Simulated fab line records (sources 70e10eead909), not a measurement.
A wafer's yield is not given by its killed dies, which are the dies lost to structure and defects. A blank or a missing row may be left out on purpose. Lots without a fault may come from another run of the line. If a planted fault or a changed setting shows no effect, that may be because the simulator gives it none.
Which tool is to blame? || flow nandHarc || 11 lots with 33 wafers sampled at 5 steps, on a route of 1159 steps

## WHAT EACH GAUGE READ, for each wafer
NHARC_P_BONDPAD_OVL_MEAS_38. Usual: overlayXNm 3 nm, standard deviation 6.2; overlayYNm 0 nm, standard deviation 6.9.
{"lot": "L635", "measured": "day 6 19:04", "on": "overlay-02", "overlayXNm (nm)": "1 0 0", "overlayYNm (nm)": "-1 0 0", "flag": ""}
{"lot": "L636", "measured": "day 7 08:20", "on": "overlay-01", "overlayXNm (nm)": "-4 -4 -4", "overlayYNm (nm)": "9 9 8", "flag": ""}
{"lot": "L637", "measured": "day 7 18:47", "on": "overlay-02", "overlayXNm (nm)": "-5 -5 -5", "overlayYNm (nm)": "5 5 4", "flag": ""}
{"lot": "L639", "measured": "day 8 06:28", "on": "overlay-02", "overlayXNm (nm)": "-4 -4 -5", "overlayYNm (nm)": "-8 -8 -9", "flag": ""}
{"lot": "L643", "measured": "day 8 22:45", "on": "overlay-01", "overlayXNm (nm)": "-7 -6 -6", "overlayYNm (nm)": "-1 -1 -1", "flag": ""}
{"lot": "L642", "measured": "day 8 23:16", "on": "overlay-01", "overlayXNm (nm)": "14 14 14", "overlayYNm (nm)": "-12 -11 -11", "flag": ""}
{"lot": "L644", "measured": "day 9 20:30", "on": "overlay-02", "overlayXNm (nm)": "3 3 3", "overlayYNm (nm)": "3 2 3", "flag": ""}
{"lot": "L646", "measured": "day 9 21:19", "on": "overlay-01", "overlayXNm (nm)": "2 1 1", "overlayYNm (nm)": "-4 -4 -4", "flag": ""}
{"lot": "L650", "measured": "day 10 23:08", "on": "overlay-02", "overlayXNm (nm)": "-3 -3 -2", "overlayYNm (nm)": "-11 -11 -11", "flag": ""}
{"lot": "L654", "measured": "day 11 17:38", "on": "overlay-02", "overlayXNm (nm)": "0 0 0", "overlayYNm (nm)": "8 8 8", "flag": ""}
{"lot": "L655", "measured": "day 12 17:01", "on": "overlay-02", "overlayXNm (nm)": "-6 -5 -5", "overlayYNm (nm)": "0 0 0", "flag": ""}

NHARC_END_SORT_01. Usual: defectLimitedYield 95.6 %, standard deviation 1.5; killedAtArray 27, standard deviation 10; killedAtOther 0.6, standard deviation 0.83; killedAtPeriphery 2.4, standard deviation 1.8; killedDies 30, standard deviation 10; killedOpen 3.3, standard deviation 1.7; killedShort 1.8, standard deviation 1.4; sort_bin_2_pct 1.3 %, standard deviation 0.69; sort_bin_3_pct 0.25 %, standard deviation 0.24; sort_bin_4_pct 2.8 %, standard deviation 0.94; sortNPass 647, standard deviation 10; sortRimYieldPct 96.7 %, standard deviation 2.1; sortYieldPct 95.6 %, standard deviation 1.5.
{"lot": "L639", "measured": "day 21 14:16", "on": "prober-02", "defectLimitedYield (%)": "97.8 97.9 97.8", "killedAtArray": "9 10 11", "killedAtOther": "2 0 0", "killedAtPeriphery": "4 4 4", "killedDies": "15 14 15", "killedOpen": "2 2 3", "killedShort": "0 3 1", "sort_bin_2_pct (%)": "0.4 0.6 0.6", "sort_bin_3_pct (%)": "0 0.30 0.15", "sort_bin_4_pct (%)": "1.8 1.2 1.5", "sortNPass": "662 663 662", "sortRimYieldPct (%)": "100.0 97.2 100.0", "sortYieldPct (%)": "97.8 97.9 97.8", "flag": ""}
{"lot": "L644", "measured": "day 23 01:55", "on": "prober-01", "defectLimitedYield (%)": "0 0 0", "killedAtArray": "45 45 41", "killedAtOther": "1 1 0", "killedAtPeriphery": "631 631 636", "killedDies": "677 677 677", "killedOpen": "4 3 2", "killedShort": "3 2 1", "sort_bin_2_pct (%)": "94.5 96.0 95.0", "sort_bin_3_pct (%)": "0.59 0.15 0.44", "sort_bin_4_pct (%)": "4.9 3.8 4.6", "sortNPass": "0 0 0", "sortRimYieldPct (%)": "0 0 0", "sortYieldPct (%)": "0 0 0", "flag": "OFF"}
{"lot": "L646", "measured": "day 21 21:55", "on": "prober-01", "defectLimitedYield (%)": "0 0 0", "killedAtArray": "18 13 29", "killedAtOther": "2 1 0", "killedAtPeriphery": "657 663 648", "killedDies": "677 677 677", "killedOpen": "5 5 9", "killedShort": "3 1 0", "sort_bin_2_pct (%)": "97.9 97.9 96.6", "sort_bin_3_pct (%)": "0.15 0 0.15", "sort_bin_4_pct (%)": "1.9 2.1 3.2", "sortNPass": "0 0 0", "sortRimYieldPct (%)": "0 0 0", "sortYieldPct (%)": "0 0 0", "flag": "OFF"}

## WHAT TOOL EACH LOT RAN ON (gives the tool, then ch and the chambers of the sampled wafers, and finally the start)
{"lot": "L635", "NHARC_P_M2_ANNEAL_31": "rtpAnneal-01 ch 0, day 6 16:23", "NHARC_P_BONDPAD_ETCH_12": "rieDiel-08 ch 2,3, day 6 19:47 or earlier", "NHARC_P_BONDPAD_ETCH_24": "rieDiel-08 ch 2,3, day 6 19:47"}
{"lot": "L636", "NHARC_P_M2_ANNEAL_31": "rtpAnneal-02 ch 0, day 7 05:22", "NHARC_P_BONDPAD_ETCH_12": "rieDiel-10 ch 0,1,2, day 7 09:02 or earlier", "NHARC_P_BONDPAD_ETCH_24": "rieDiel-11 ch 0,3, day 7 09:02"}
{"lot": "L637", "NHARC_P_M2_ANNEAL_31": "rtpAnneal-02 ch 0, day 7 16:22", "NHARC_P_BONDPAD_ETCH_12": "rieDiel-11 ch 2,3, day 7 19:29 or earlier", "NHARC_P_BONDPAD_ETCH_24": "rieDiel-08 ch 0,1,2, day 7 19:29"}
{"lot": "L639", "NHARC_P_M2_ANNEAL_31": "rtpAnneal-01 ch 0, day 8 03:57", "NHARC_P_BONDPAD_ETCH_12": "rieDiel-11 ch 1,2, day 8 07:20 or earlier", "NHARC_P_BONDPAD_ETCH_24": "rieDiel-11 ch 0,2, day 8 07:20"}
{"lot": "L643", "NHARC_P_M2_ANNEAL_31": "rtpAnneal-02 ch 0, day 8 20:04", "NHARC_P_BONDPAD_ETCH_12": "rieDiel-08 ch 1,2,3, day 8 23:28 or earlier", "NHARC_P_BONDPAD_ETCH_24": "rieDiel-08 ch 0,1, day 8 23:28"}
{"lot": "L642", "NHARC_P_M2_ANNEAL_31": "rtpAnneal-01 ch 0, day 8 20:26", "NHARC_P_BONDPAD_ETCH_12": "rieDiel-08 ch 0,2,3, day 8 23:58 or earlier", "NHARC_P_BONDPAD_ETCH_24": "rieDiel-08 ch 1,2,3, day 8 23:58"}
{"lot": "L644", "NHARC_P_M2_ANNEAL_31": "rtpAnneal-02 ch 0, day 9 17:47", "NHARC_P_BONDPAD_ETCH_12": "rieDiel-08 ch 0,1, day 9 21:10 or earlier", "NHARC_P_BONDPAD_ETCH_24": "rieDiel-08 ch 0,1, day 9 21:10"}
{"lot": "L646", "NHARC_P_M2_ANNEAL_31": "rtpAnneal-02 ch 0, day 9 18:35", "NHARC_P_BONDPAD_ETCH_12": "rieDiel-08 ch 0,1,2, day 9 21:59 or earlier", "NHARC_P_BONDPAD_ETCH_24": "rieDiel-08 ch 0,2,3, day 9 21:59"}
{"lot": "L650", "NHARC_P_M2_ANNEAL_31": "rtpAnneal-02 ch 0, day 10 20:13", "NHARC_P_BONDPAD_ETCH_12": "rieDiel-11 ch 1,3, day 10 23:51 or earlier", "NHARC_P_BONDPAD_ETCH_24": "rieDiel-08 ch 0,1,2, day 10 23:51"}
{"lot": "L654", "NHARC_P_M2_ANNEAL_31": "rtpAnneal-02 ch 0, day 11 15:05", "NHARC_P_BONDPAD_ETCH_12": "rieDiel-08 ch 0,1,3, day 11 18:20 or earlier", "NHARC_P_BONDPAD_ETCH_24": "rieDiel-08 ch 0,1,3, day 11 18:20"}
{"lot": "L655", "NHARC_P_M2_ANNEAL_31": "rtpAnneal-01 ch 0, day 12 14:26", "NHARC_P_BONDPAD_ETCH_12": "rieDiel-08 ch 0,1,2, day 12 17:41 or earlier", "NHARC_P_BONDPAD_ETCH_24": "rieDiel-08 ch 0,2,3, day 12 17:41"}
- NHARC_P_M2_ANNEAL_31: time 90 s.
- NHARC_P_BONDPAD_ETCH_12: etches the open film in CHF3/O2, target depth 200 nm, time 100 s.
- NHARC_P_BONDPAD_ETCH_24: etches the open film in CF4/N2, target depth 30 nm, time 72.99 s.

## WHAT THE TOOLS THEMSELVES READ (means of the sampled wafers that have a number; where no wafer has one, the mark that the record gives instead)
NHARC_P_M2_ANNEAL_31. Usual: wafer_temp_C_max 225.88, standard deviation 0.26.
{"lot": "L635", "tool": "rtpAnneal-01", "wafer_temp_C_max": 225.95, "flag": ""}
{"lot": "L636", "tool": "rtpAnneal-02", "wafer_temp_C_max": 225.81, "flag": ""}
{"lot": "L637", "tool": "rtpAnneal-02", "wafer_temp_C_max": 225.54, "flag": ""}
{"lot": "L639", "tool": "rtpAnneal-01", "wafer_temp_C_max": 226.18, "flag": ""}
{"lot": "L643", "tool": "rtpAnneal-02", "wafer_temp_C_max": 225.68, "flag": ""}
{"lot": "L642", "tool": "rtpAnneal-01", "wafer_temp_C_max": 225.91, "flag": ""}
{"lot": "L644", "tool": "rtpAnneal-02", "wafer_temp_C_max": 225.84, "flag": ""}
{"lot": "L646", "tool": "rtpAnneal-02", "wafer_temp_C_max": 225.54, "flag": ""}
{"lot": "L650", "tool": "rtpAnneal-02", "wafer_temp_C_max": 225.80, "flag": ""}
{"lot": "L654", "tool": "rtpAnneal-02", "wafer_temp_C_max": 225.71, "flag": ""}
{"lot": "L655", "tool": "rtpAnneal-01", "wafer_temp_C_max": 226.22, "flag": ""}

NHARC_P_BONDPAD_ETCH_12. Usual: for biasW, 200.0 W with a standard deviation of 0.69; for chamberPressureMTorr, 25.002 mTorr with a standard deviation of 0.023; for drypumpMotorCurrentA, 5.7 A with a standard deviation of 0.42; for oesProductAu, 0.935 a.u. with a standard deviation of 0.022; for rfVppV, 369.9 V with a standard deviation of 2.4; for showerheadPlenumPTorr, 2.38 Torr with a standard deviation of 0.11; for throttleValvePct, 20.572 % with a standard deviation of 0.0092.
{"lot": "L635", "tool": "rieDiel-08", "biasW (W)": 199.7, "chamberPressureMTorr (mTorr)": 25.025, "drypumpMotorCurrentA (A)": 5.5, "oesProductAu (a.u.)": 0.971, "rfVppV (V)": 368.4, "showerheadPlenumPTorr (Torr)": 2.33, "throttleValvePct (%)": 20.564, "flag": ""}
{"lot": "L636", "tool": "rieDiel-10", "biasW (W)": 200.2, "chamberPressureMTorr (mTorr)": 24.982, "drypumpMotorCurrentA (A)": 6.1, "oesProductAu (a.u.)": 0.925, "rfVppV (V)": 370.4, "showerheadPlenumPTorr (Torr)": 2.38, "throttleValvePct (%)": 20.576, "flag": ""}
{"lot": "L637", "tool": "rieDiel-11", "biasW (W)": 200.8, "chamberPressureMTorr (mTorr)": 24.993, "drypumpMotorCurrentA (A)": 6.1, "oesProductAu (a.u.)": 0.918, "rfVppV (V)": 371.0, "showerheadPlenumPTorr (Torr)": 2.41, "throttleValvePct (%)": 20.579, "flag": ""}
{"lot": "L639", "tool": "rieDiel-11", "biasW (W)": 199.9, "chamberPressureMTorr (mTorr)": 24.982, "drypumpMotorCurrentA (A)": 6.1, "oesProductAu (a.u.)": 0.931, "rfVppV (V)": 370.5, "showerheadPlenumPTorr (Torr)": 2.39, "throttleValvePct (%)": 20.569, "flag": ""}
{"lot": "L643", "tool": "rieDiel-08", "biasW (W)": 199.8, "chamberPressureMTorr (mTorr)": 24.976, "drypumpMotorCurrentA (A)": 5.6, "oesProductAu (a.u.)": 0.935, "rfVppV (V)": 370.4, "showerheadPlenumPTorr (Torr)": 2.41, "throttleValvePct (%)": 20.570, "flag": ""}
{"lot": "L642", "tool": "rieDiel-08", "biasW (W)": 200.2, "chamberPressureMTorr (mTorr)": 25.004, "drypumpMotorCurrentA (A)": 5.4, "oesProductAu (a.u.)": 0.931, "rfVppV (V)": 368.5, "showerheadPlenumPTorr (Torr)": 2.31, "throttleValvePct (%)": 20.563, "flag": ""}
{"lot": "L644", "tool": "rieDiel-08", "biasW (W)": 200.4, "chamberPressureMTorr (mTorr)": 24.993, "drypumpMotorCurrentA (A)": 5.7, "oesProductAu (a.u.)": 0.930, "rfVppV (V)": 368.4, "showerheadPlenumPTorr (Torr)": 2.34, "throttleValvePct (%)": 20.568, "flag": ""}
{"lot": "L646", "tool": "rieDiel-08", "biasW (W)": 200.2, "chamberPressureMTorr (mTorr)": 24.981, "drypumpMotorCurrentA (A)": 5.8, "oesProductAu (a.u.)": 0.926, "rfVppV (V)": 369.0, "showerheadPlenumPTorr (Torr)": 2.36, "throttleValvePct (%)": 20.570, "flag": ""}
{"lot": "L650", "tool": "rieDiel-11", "biasW (W)": 199.9, "chamberPressureMTorr (mTorr)": 25.022, "drypumpMotorCurrentA (A)": 5.4, "oesProductAu (a.u.)": 0.907, "rfVppV (V)": 368.5, "showerheadPlenumPTorr (Torr)": 2.31, "throttleValvePct (%)": 20.567, "flag": ""}
{"lot": "L654", "tool": "rieDiel-08", "biasW (W)": 200.4, "chamberPressureMTorr (mTorr)": 25.008, "drypumpMotorCurrentA (A)": 5.5, "oesProductAu (a.u.)": 0.968, "rfVppV (V)": 370.4, "showerheadPlenumPTorr (Torr)": 2.40, "throttleValvePct (%)": 20.568, "flag": ""}
{"lot": "L655", "tool": "rieDiel-08", "biasW (W)": 200.0, "chamberPressureMTorr (mTorr)": 25.004, "drypumpMotorCurrentA (A)": 5.8, "oesProductAu (a.u.)": 0.929, "rfVppV (V)": 370.1, "showerheadPlenumPTorr (Torr)": 2.35, "throttleValvePct (%)": 20.583, "flag": ""}

NHARC_P_BONDPAD_ETCH_24. Usual: for biasW, 100.0 W with a standard deviation of 0.31; for cf4FlowSccm, 49.99 sccm with a standard deviation of 0.15; for drypumpMotorCurrentA, 5.7 A with a standard deviation of 0.4; for oesProductAu, 1.002 a.u. with a standard deviation of 0.011; for rfVppV, 313.8 V with a standard deviation of 2.2; for showerheadPlenumPTorr, 2.61 Torr with a standard deviation of 0.12; for throttleValvePct, 19.794 % with a standard deviation of 0.0087.
{"lot": "L635", "tool": "rieDiel-08", "biasW (W)": 100.1, "cf4FlowSccm (sccm)": 50.12, "drypumpMotorCurrentA (A)": 5.5, "oesProductAu (a.u.)": 1.001, "rfVppV (V)": 312.7, "showerheadPlenumPTorr (Torr)": 2.55, "throttleValvePct (%)": 19.801, "flag": ""}
{"lot": "L636", "tool": "rieDiel-11", "biasW (W)": 100.2, "cf4FlowSccm (sccm)": 49.93, "drypumpMotorCurrentA (A)": 6.0, "oesProductAu (a.u.)": 0.986, "rfVppV (V)": 315.4, "showerheadPlenumPTorr (Torr)": 2.65, "throttleValvePct (%)": 19.789, "flag": ""}
{"lot": "L637", "tool": "rieDiel-08", "biasW (W)": 100.0, "cf4FlowSccm (sccm)": 49.93, "drypumpMotorCurrentA (A)": 5.8, "oesProductAu (a.u.)": 1.014, "rfVppV (V)": 313.5, "showerheadPlenumPTorr (Torr)": 2.58, "throttleValvePct (%)": 19.799, "flag": ""}
{"lot": "L639", "tool": "rieDiel-11", "biasW (W)": 100.2, "cf4FlowSccm (sccm)": 50.04, "drypumpMotorCurrentA (A)": 6.2, "oesProductAu (a.u.)": 0.993, "rfVppV (V)": 314.9, "showerheadPlenumPTorr (Torr)": 2.67, "throttleValvePct (%)": 19.800, "flag": ""}
{"lot": "L643", "tool": "rieDiel-08", "biasW (W)": 99.9, "cf4FlowSccm (sccm)": 50.03, "drypumpMotorCurrentA (A)": 5.7, "oesProductAu (a.u.)": 1.008, "rfVppV (V)": 312.5, "showerheadPlenumPTorr (Torr)": 2.56, "throttleValvePct (%)": 19.801, "flag": ""}
{"lot": "L642", "tool": "rieDiel-08", "biasW (W)": 99.8, "cf4FlowSccm (sccm)": 50.06, "drypumpMotorCurrentA (A)": 5.6, "oesProductAu (a.u.)": 1.002, "rfVppV (V)": 313.6, "showerheadPlenumPTorr (Torr)": 2.64, "throttleValvePct (%)": 19.788, "flag": ""}
{"lot": "L644", "tool": "rieDiel-08", "biasW (W)": "-", "cf4FlowSccm (sccm)": "-", "drypumpMotorCurrentA (A)": "-", "oesProductAu (a.u.)": "-", "rfVppV (V)": "-", "showerheadPlenumPTorr (Torr)": "-", "throttleValvePct (%)": "-", "flag": "OFF"}
{"lot": "L646", "tool": "rieDiel-08", "biasW (W)": "-", "cf4FlowSccm (sccm)": "-", "drypumpMotorCurrentA (A)": "-", "oesProductAu (a.u.)": "-", "rfVppV (V)": "-", "showerheadPlenumPTorr (Torr)": "-", "throttleValvePct (%)": "-", "flag": "OFF"}
{"lot": "L650", "tool": "rieDiel-08", "biasW (W)": 99.9, "cf4FlowSccm (sccm)": 50.03, "drypumpMotorCurrentA (A)": 5.8, "oesProductAu (a.u.)": 1.005, "rfVppV (V)": 313.3, "showerheadPlenumPTorr (Torr)": 2.58, "throttleValvePct (%)": 19.796, "flag": ""}
{"lot": "L654", "tool": "rieDiel-08", "biasW (W)": 100.1, "cf4FlowSccm (sccm)": 49.94, "drypumpMotorCurrentA (A)": 5.6, "oesProductAu (a.u.)": 1.005, "rfVppV (V)": 313.5, "showerheadPlenumPTorr (Torr)": 2.62, "throttleValvePct (%)": 19.793, "flag": ""}
{"lot": "L655", "tool": "rieDiel-08", "biasW (W)": 100.2, "cf4FlowSccm (sccm)": 50.16, "drypumpMotorCurrentA (A)": 5.5, "oesProductAu (a.u.)": 0.995, "rfVppV (V)": 313.1, "showerheadPlenumPTorr (Torr)": 2.52, "throttleValvePct (%)": 19.793, "flag": ""}

## THE ANSWER, worked out from the rows above alone
Rule: a lot is off if the mean of its wafers that have a number lies more than 3 standard deviations from the usual mean. A lot without any number at a reading at which 4 lots or more have one is off too. All remaining lots with rows at the step are treated as sound. After the gauges, taken in route order, come the tools' own readings; for these a lot's mean is taken, as printed above. The first step at which some lot is off is used, and at that step the reading that is off furthest; a lot without a number counts as furthest.
Off: L644, L646 (NHARC_END_SORT_01, killedAtPeriphery). Neither off nor sound, because the step has no rows for them: L635, L636, L637, L643, L642, L650, L654, L655.
If a tool, at a process step before that reading, ran all the lots that are off and no sound lot after the first of them, it fits. Not tried: the gauges at NHARC_END_SORT_01; whatever is off there is also off at NHARC_P_BONDPAD_ETCH_24, on other tools, and gauge error can't account for it. Because NHARC_P_BONDPAD_ETCH_12 lacks a start for some lots, the hours and order of its lots are taken from NHARC_P_BONDPAD_ETCH_24. Can't be told from this: 2 tools fit, rtpAnneal-02 at NHARC_P_M2_ANNEAL_31, rieDiel-08 at NHARC_P_BONDPAD_ETCH_12 and NHARC_P_BONDPAD_ETCH_24.

## WHAT THE SIMULATOR HAD PUT IN
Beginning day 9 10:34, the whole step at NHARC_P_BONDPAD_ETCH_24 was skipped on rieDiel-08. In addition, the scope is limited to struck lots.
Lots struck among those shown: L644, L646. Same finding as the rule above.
